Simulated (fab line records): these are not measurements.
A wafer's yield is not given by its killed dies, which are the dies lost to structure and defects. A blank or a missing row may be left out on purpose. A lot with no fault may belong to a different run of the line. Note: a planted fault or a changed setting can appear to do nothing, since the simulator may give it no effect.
Matching of chambers :: flow n5Finfet :: N5_SDB_DESCUM_16 on rieDiel-05: 4 sister chambers
The step chemistry O2, time 7.9 s. 16 wafers are shown with their chamber, then 8 later ones without.

WAFERS, EACH WITH ITS CHAMBER
wafer: L075.1
chamber: 2
drypumpMotorCurrentA (A): 5.9
throttleValvePct (%): 20.49
oesProductAu (a.u.): 0.71

wafer: L075.3
chamber: 0
drypumpMotorCurrentA (A): 6.4
throttleValvePct (%): 20.09
oesProductAu (a.u.): 0.72

wafer: L075.6
chamber: 1
drypumpMotorCurrentA (A): 5.1
throttleValvePct (%): 20.04
oesProductAu (a.u.): 0.77

wafer: L082.1
chamber: 1
drypumpMotorCurrentA (A): 5.1
throttleValvePct (%): 20.05
oesProductAu (a.u.): 0.77

wafer: L082.4
chamber: 2
drypumpMotorCurrentA (A): 5.9
throttleValvePct (%): 20.55
oesProductAu (a.u.): 0.70

wafer: L082.5
chamber: 1
drypumpMotorCurrentA (A): 5.1
throttleValvePct (%): 20.05
oesProductAu (a.u.): 0.77

wafer: L084.1
chamber: 0
drypumpMotorCurrentA (A): 6.5
throttleValvePct (%): 20.13
oesProductAu (a.u.): 0.73

wafer: L084.3
chamber: 3
drypumpMotorCurrentA (A): 5.7
throttleValvePct (%): 20.82
oesProductAu (a.u.): 0.68

wafer: L084.6
chamber: 3
drypumpMotorCurrentA (A): 5.7
throttleValvePct (%): 20.79
oesProductAu (a.u.): 0.68

wafer: L086.3
chamber: 1
drypumpMotorCurrentA (A): 5.1
throttleValvePct (%): 20.06
oesProductAu (a.u.): 0.76

wafer: L086.5
chamber: 1
drypumpMotorCurrentA (A): 5.1
throttleValvePct (%): 20.05
oesProductAu (a.u.): 0.77

wafer: L086.6
chamber: 2
drypumpMotorCurrentA (A): 5.9
throttleValvePct (%): 20.52
oesProductAu (a.u.): 0.69

wafer: L087.1
chamber: 0
drypumpMotorCurrentA (A): 6.4
throttleValvePct (%): 20.14
oesProductAu (a.u.): 0.72

wafer: L087.3
chamber: 3
drypumpMotorCurrentA (A): 5.7
throttleValvePct (%): 20.81
oesProductAu (a.u.): 0.68

wafer: L087.5
chamber: 3
drypumpMotorCurrentA (A): 5.7
throttleValvePct (%): 20.81
oesProductAu (a.u.): 0.68

wafer: L091.3
chamber: 2
drypumpMotorCurrentA (A): 6.0
throttleValvePct (%): 20.55
oesProductAu (a.u.): 0.69

SIGNATURES, as means of the wafers listed above
reading: drypumpMotorCurrentA
chamber 0: 6.433
chamber 1: 5.100
chamber 2: 5.925
chamber 3: 5.700
scatter within a chamber: 0.0344

reading: throttleValvePct
chamber 0: 20.1200
chamber 1: 20.0500
chamber 2: 20.5275
chamber 3: 20.8075
scatter within a chamber: 0.0195

reading: oesProductAu
chamber 0: 0.7233
chamber 1: 0.7680
chamber 2: 0.6975
chamber 3: 0.6800
scatter within a chamber: 0.00593
Rule: a wafer's distance from a chamber is the root of the sum, over the readings, of the square of ((its reading less the chamber's mean) divided by the reading's scatter). If the next closest chamber is less than 2 further off than the closest, the wafer can't be placed; otherwise it belongs to the closest. The scatter: the root of (the sum of the squares of (reading less its chamber's mean) over the shown wafers, divided by (wafers less chambers)).

WAFERS WHOSE CHAMBER IS MISSING
wafer: L091.4
drypumpMotorCurrentA (A): 5.6
throttleValvePct (%): 20.82
oesProductAu (a.u.): 0.68

wafer: L091.5
drypumpMotorCurrentA (A): 5.1
throttleValvePct (%): 20.08
oesProductAu (a.u.): 0.76

wafer: L092.4
drypumpMotorCurrentA (A): 5.7
throttleValvePct (%): 20.83
oesProductAu (a.u.): 0.67

wafer: L092.5
drypumpMotorCurrentA (A): 5.1
throttleValvePct (%): 20.10
oesProductAu (a.u.): 0.76

wafer: L092.6
drypumpMotorCurrentA (A): 6.4
throttleValvePct (%): 20.15
oesProductAu (a.u.): 0.72

wafer: L094.1
drypumpMotorCurrentA (A): 5.9
throttleValvePct (%): 20.54
oesProductAu (a.u.): 0.68

wafer: L094.2
drypumpMotorCurrentA (A): 5.1
throttleValvePct (%): 20.08
oesProductAu (a.u.): 0.75

wafer: L094.4
drypumpMotorCurrentA (A): 5.7
throttleValvePct (%): 20.81
oesProductAu (a.u.): 0.66

THE CHAMBER EACH PASSED THROUGH
wafer: L091.4
from the rows above: 3
in truth: 3

wafer: L091.5
from the rows above: 1
in truth: 1

wafer: L092.4
from the rows above: 3
in truth: 3

wafer: L092.5
from the rows above: 1
in truth: 1

wafer: L092.6
from the rows above: 0
in truth: 0

wafer: L094.1
from the rows above: 2
in truth: 2

wafer: L094.2
from the rows above: 1
in truth: 1

wafer: L094.4
from the rows above: 3
in truth: 3
Correct placement for 8 of the 8. Not placeable from these rows: 0. Placed wrongly: 0.
